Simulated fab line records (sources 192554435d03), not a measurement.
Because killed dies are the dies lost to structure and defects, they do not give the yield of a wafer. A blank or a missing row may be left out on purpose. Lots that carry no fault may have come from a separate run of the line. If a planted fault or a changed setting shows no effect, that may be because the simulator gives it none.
fab line records	flow n5_finfet
record: lots: 7	wafers: 39
route steps=1938 shown PMOS_HMC_CHANNEL_EPI@78 FIN_CUT@169 DUMMY_GATE@228 SD_EPI_N@281 HKMG_FIN@438 MOL_CONTACT_COAG@535 BEOL_M4@1111
start_h: hours from the record's first day to the start of the lot's first wafer shown	wait_h: time in hours since the lot's previous step	" repeats the value in the row above	L1.1+2: a row that stands for several wafers	- value missing, or start not given	* or withheld: withheld	< > ~ a bound
route shown NAME@n: a module of which the file shows steps, and the number in the route of the first	usual: average and standard deviation across the fault-free wafers	same: alike in all rows	chamber/n: place in a boat	sites: readings site by site	_std_site: standard deviation of those values	_edge_site: outer sites' mean less inner sites'	radius_mm: how far each site lies from the wafer's centre	mask NAME#n: copy n	behind: tool/chamber where the wafer was last shaped	hold: why the lot was held/for how many hours/how that ended	device: the transistor (n, p or np) that didn't switch	end of line: tests run on the same wafers once the route is complete	where a step has no rows: the recipe by itself	killed: count of dies lost to structure and defects at first sort (not the wafer's yield)	map: per-die view of a wafer (x killed, . not killed, _ where there is no die)
set.NAME: the setting that was run; set.NAME@STEP: the one run at that earlier step	model.NAME: the simulator's own value behind a step, which no gauge read
lots with deliberately changed settings; one table per step, one row per wafer
== steps ==
step: N5_PMOS_HMC_CHANNEL_EPI_EPI_20
recipe: material: SiGe30	mask_material: SiO2	pressure_torr: 20	target_thk_a: 590	temp_c: 600
step: N5_FIN_CUT_ETCH_21
recipe: chemistry: N2/H2	target: SOC	target_depth_a: 2190	overetch_a: 438	mask_material: SiARC	temp_c: 40	ion_energy_ev: 100	bias_w: 61	time_s: 523.5	pressure_mtorr: 30	source_w: 850	n2_flow_sccm: 200	h2_flow_sccm: 200
step: N5_DUMMY_GATE_EXPOSE_12
recipe: mask_id: GATE	na: 0.33	source_shape: annular	sigma_inner: 0.2	sigma_outer: 0.6	polarization: unpolarized	target_cd_nm: 25	dose_mj: 34
step: N5_DUMMY_GATE_ETCH_32
recipe: chemistry: CF4	target: SiO2	target_depth_a: 35	time_s: 3.9	ion_energy_ev: 350	pressure_mtorr: 10	icp_w: 800	bias_w: 400	cf4_flow_sccm: 80
step: N5_SD_EPI_N_SD_RECESS_17
recipe: chemistry: HBr/Cl2/O2	target_depth_a: 410	mask_material: SOC	time_s: 23.7	bt_time_s: 3	pressure_mtorr: 10	icp_w: 800	bias_w: 112	HBr_flow_sccm: 150	Cl2_flow_sccm: 80	O2_flow_sccm: 12
step: N5_HKMG_FIN_ETCH_35
recipe: chemistry: N2/H2	target: SOC	target_depth_a: 2158	ion_energy_ev: 65	bias_w: 5	source_w: 3000	time_s: 243.4	pressure_mtorr: 30	n2_flow_sccm: 200	h2_flow_sccm: 200
step: N5_HKMG_FIN_NWFM_ALD_20
recipe: material: TiAlC	target_thk_a: 20	temp_c: 300	ald_precursor_family: TiCl4	ald_co_reactant: TEA	pulse_time_s: 3	purge_time_s: 2	co_reactant_purge_time_s: 2	co_reactant_pulse_time_s: 10	ald_cycles: 7	pressure_torr: 3
step: N5_MOL_CONTACT_COAG_CONTACT_ETCH_14
recipe: chemistry: C4F6/O2	target: SiO2	target_depth_a: 275	overetch_a: 85	mask_material: SOC	pressure_mtorr: 30	source_w: 370	bias_w: 185	Ar_flow_sccm: 300	C4F6_flow_sccm: 16	O2_flow_sccm: 10	time_s: 20	ion_energy_ev: 259.6
step: N5_MOL_CONTACT_COAG_ETCH_110
recipe: chemistry: CF4/O2	target: Si	target_depth_a: 25	time_s: 8	pressure_mtorr: 100	source_w: 200	bias_w: 12	ion_energy_ev: 60	Ar_flow_sccm: 100	cf4_flow_sccm: 100	O2_flow_sccm: 10
step: N5_BEOL_M4_RC_MEAS_101
usual: CJ_N: 4.34/0.079	DIBL_P: 36.4/1.4	IOFF_N_LIN: 0.077/0.0087	IOFF_N_LONG: 5.62e-05/2.4e-06	IOFF_P: 0.219/0.029	IOFF_P_85C: 3.8/0.42
lot.wafer	tool	chamber	start_h	wait_h	set.temp_c@PMOS_HMC_CHANNEL_EPI_EPI_20	set.h2_flow_sccm@FIN_CUT_ETCH_21	set.dose_mj@DUMMY_GATE_EXPOSE_12	set.time_s@DUMMY_GATE_ETCH_32	set.time_s@SD_EPI_N_SD_RECESS_17	set.target_depth_a@HKMG_FIN_ETCH_35	set.co_reactant_pulse_time_s@HKMG_FIN_NWFM_ALD_20	set.time_s@MOL_CONTACT_COAG_CONTACT_ETCH_14	set.source_w@MOL_CONTACT_COAG_ETCH_110	CJ_N	DIBL_P[mV/V]	IOFF_N_LIN[nA/um]	IOFF_N_LONG[nA/um]	IOFF_P[nA/um]	IOFF_P_85C[nA/um]
L077.1	prober-02	0	193.10	0.0	600	200	33.3	4.817	21.44	1966	10	22.6	200	3.93	35.8	0.075	5.36e-05	0.241	4.1
L077.2	"	0	"	"	600	200	34	4.817	23.7	2158	8.618	20	200	4.31	34.6	0.065	5.2e-05	0.226	3.8
L077.3	"	0	"	"	603.6	205.8	34	3.9	21.44	1966	8.618	20	170.6	3.87	36.9	0.070	4.89e-05	0.246	4.2
L077.4	"	0	"	"	603.6	200	33.3	3.9	21.44	2158	10	22.6	200	3.84	35.2	0.071	5.37e-05	0.227	3.8
L077.5	"	0	"	"	603.6	205.8	33.3	4.817	23.7	1966	8.618	22.6	170.6	4.37	34.7	0.068	5.26e-05	0.216	3.7
L077.6	"	0	"	"	600	205.8	34	3.9	23.7	2158	10	20	170.6	4.31	36.0	0.081	5.61e-05	0.245	4.1
L076.1	prober-02	0	196.22	0.0	600	200	34	3.9	23.7	2158	11.45	20	161.8	4.47	33.7	0.066	5.82e-05	0.181	3.3
L076.2	"	0	"	"	594.7	200	34	3.217	23.7	2158	10	20	200	4.49	32.5	0.059	5.57e-05	0.185	3.4
L076.3	"	0	"	"	600	200	32.62	3.9	23.7	2158	10	21.6	200	4.42	32.3	0.057	5.55e-05	0.170	3.1
L076.4	"	0	"	"	594.7	200	32.62	3.217	23.7	2158	11.45	21.6	161.8	4.45	30.4	0.054	5.76e-05	0.159	3.0
L076.5	"	0	"	"	594.7	200	32.62	3.9	23.7	2158	11.45	20	200	4.53	32.2	0.062	5.81e-05	0.176	3.2
L076.6	"	0	"	"	600	200	34	3.217	23.7	2158	10	21.6	161.8	4.46	33.9	0.061	5.57e-05	0.189	3.4
L075.2	prober-01	0	198.35	0.2	600	200	34	3.9	23.7	2158	10	20	200	4.39	38.0	0.092	5.93e-05	0.267	4.4
L075.4	"	0	"	"	600	200	34	3.9	23.7	2158	10	20	200	4.35	36.0	0.081	5.93e-05	0.226	3.9
L075.5	"	0	"	"	600	200	34	3.9	23.7	2158	10	20	200	4.40	36.6	0.082	5.97e-05	0.242	4.1
L085.1	prober-01	0	254.70	0.0	595.3	200	34	3.9	23.7	2076	8.469	20	177.8	4.34	34.9	0.061	5.24e-05	0.259	4.3
L085.2	"	0	"	"	595.3	187.5	36.5	3.9	23.7	2158	8.469	20	200	4.27	40.7	0.088	5.21e-05	0.374	5.9
L085.3	"	0	"	"	600	200	36.5	3.9	25.14	2158	10	20	200	4.57	39.4	0.105	5.95e-05	0.298	5.0
L085.4	"	0	"	"	600	187.5	36.5	3.9	23.7	2076	10	20	177.8	4.39	40.7	0.098	5.78e-05	0.329	5.4
L085.5	"	0	"	"	600	187.5	34	3.9	25.14	2076	10	20	200	4.63	36.4	0.086	5.91e-05	0.247	4.2
L085.6	"	0	"	"	595.3	200	34	3.9	25.14	2158	8.469	20	177.8	4.51	34.6	0.062	5.39e-05	0.253	4.2
L084.1	prober-01	0	283.19	0.0	600	200	34	3.9	24.93	2158	11.71	20	200	4.57	36.2	0.092	6.19e-05	0.198	3.5
L084.2	"	0	"	"	600	200	34	4.212	23.7	2158	10	20	237.4	4.41	34.7	0.067	5.72e-05	0.181	3.2
L084.3	"	0	"	"	600	200	32.18	3.9	24.93	2158	11.71	20	237.4	4.63	31.4	0.063	6.21e-05	0.147	2.7
L084.4	"	0	"	"	600	200	32.18	3.9	23.7	2158	10	20	200	4.33	32.6	0.060	5.76e-05	0.160	2.9
L084.5	"	0	"	"	600	200	34	4.212	24.93	2158	10	20	200	4.60	34.2	0.067	5.87e-05	0.178	3.2
L084.6	"	0	"	"	600	200	32.18	4.212	23.7	2158	11.71	20	237.4	4.38	33.6	0.070	6.01e-05	0.169	3.1
L090.1	prober-01	0	317.01	0.0	600	200	35.23	3.118	25.93	2425	8.457	20	200	4.72	39.6	0.089	5.42e-05	0.225	3.9
L090.2	"	0	"	"	600	200	34	3.118	23.7	2158	8.457	20	200	4.45	35.1	0.063	5.21e-05	0.171	3.1
L090.3	"	0	"	"	600	200	34	3.9	25.93	2425	8.457	20	176.5	4.70	37.2	0.076	5.41e-05	0.200	3.6
L090.4	"	0	"	"	600	200	35.23	3.9	25.93	2158	10	20	176.5	4.73	38.4	0.096	5.95e-05	0.196	3.5
L090.5	"	0	"	"	600	200	34	3.9	23.7	2425	10	20	200	4.39	35.4	0.068	5.62e-05	0.165	3.1
L090.6	"	0	"	"	600	200	35.23	3.118	23.7	2158	10	20	176.5	4.40	37.5	0.074	5.57e-05	0.199	3.5
L095.1	prober-01	0	351.14	0.0	600	200	36.43	4.153	24.28	1961	10	20	232.6	4.43	42.6	0.105	5.4e-05	0.315	5.1
L095.2	"	0	"	"	604.4	195.3	36.43	3.9	23.7	1961	10	22.99	200	4.32	41.8	0.093	5.21e-05	0.253	4.3
L095.3	"	0	"	"	600	200	34	3.9	23.7	2158	10	22.99	200	4.28	39.8	0.084	5.22e-05	0.257	4.4
L095.4	"	0	"	"	604.4	195.3	34	4.153	23.7	1961	10.87	20	232.6	4.19	39.2	0.081	5.28e-05	0.225	3.9
L095.5	"	0	"	"	604.4	200	34	3.9	24.28	2158	10.87	20	200	4.46	38.5	0.085	5.52e-05	0.214	3.7
L095.6	"	0	"	"	600	195.3	36.43	4.153	24.28	2158	10.87	22.99	232.6	4.38	43.1	0.111	5.41e-05	0.300	5.0
== key ==
split: step: N5_PMOS_HMC_CHANNEL_EPI_EPI_20	setting: temp_c	stated_as: 600
response none clear
split: step: N5_FIN_CUT_ETCH_21	setting: h2_flow_sccm	stated_as: 200
response none clear
split: step: N5_DUMMY_GATE_EXPOSE_12	setting: dose_mj	stated_as: 34
response: step: N5_BEOL_M4_RC_MEAS_101	reading: DIBL_P	slope: +0.535	per: 1%	together_with: all	explained: 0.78
response: step: N5_BEOL_M4_RC_MEAS_101	reading: IOFF_N_LIN	slope: +0.00286	per: 1%	together_with: all	explained: 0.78
response: step: N5_BEOL_M4_RC_MEAS_101	reading: IOFF_P_85C	slope: +0.117	per: 1%	together_with: all	explained: 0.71
response: step: N5_BEOL_M4_RC_MEAS_101	reading: IOFF_P	slope: +0.00797	per: 1%	together_with: all	explained: 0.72
split: step: N5_DUMMY_GATE_ETCH_32	setting: time_s	stated_as: 3.9
response none clear
split: step: N5_SD_EPI_N_SD_RECESS_17	setting: time_s	stated_as: 23.7
response: step: N5_BEOL_M4_RC_MEAS_101	reading: CJ_N	slope: +0.0417	per: 1%	together_with: all	explained: 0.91
response: step: N5_BEOL_M4_RC_MEAS_101	reading: IOFF_N_LONG	slope: +2.85e-07	per: 1%	together_with: all	explained: 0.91
split: step: N5_HKMG_FIN_ETCH_35	setting: target_depth_a	stated_as: 2158
response none clear
split: step: N5_HKMG_FIN_NWFM_ALD_20	setting: co_reactant_pulse_time_s	stated_as: 10
response: step: N5_BEOL_M4_RC_MEAS_101	reading: IOFF_N_LONG	slope: +2.46e-07	per: 1%	together_with: all	explained: 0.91
split: step: N5_MOL_CONTACT_COAG_CONTACT_ETCH_14	setting: time_s	stated_as: 20
response none clear
split: step: N5_MOL_CONTACT_COAG_ETCH_110	setting: source_w	stated_as: 200
response none clear
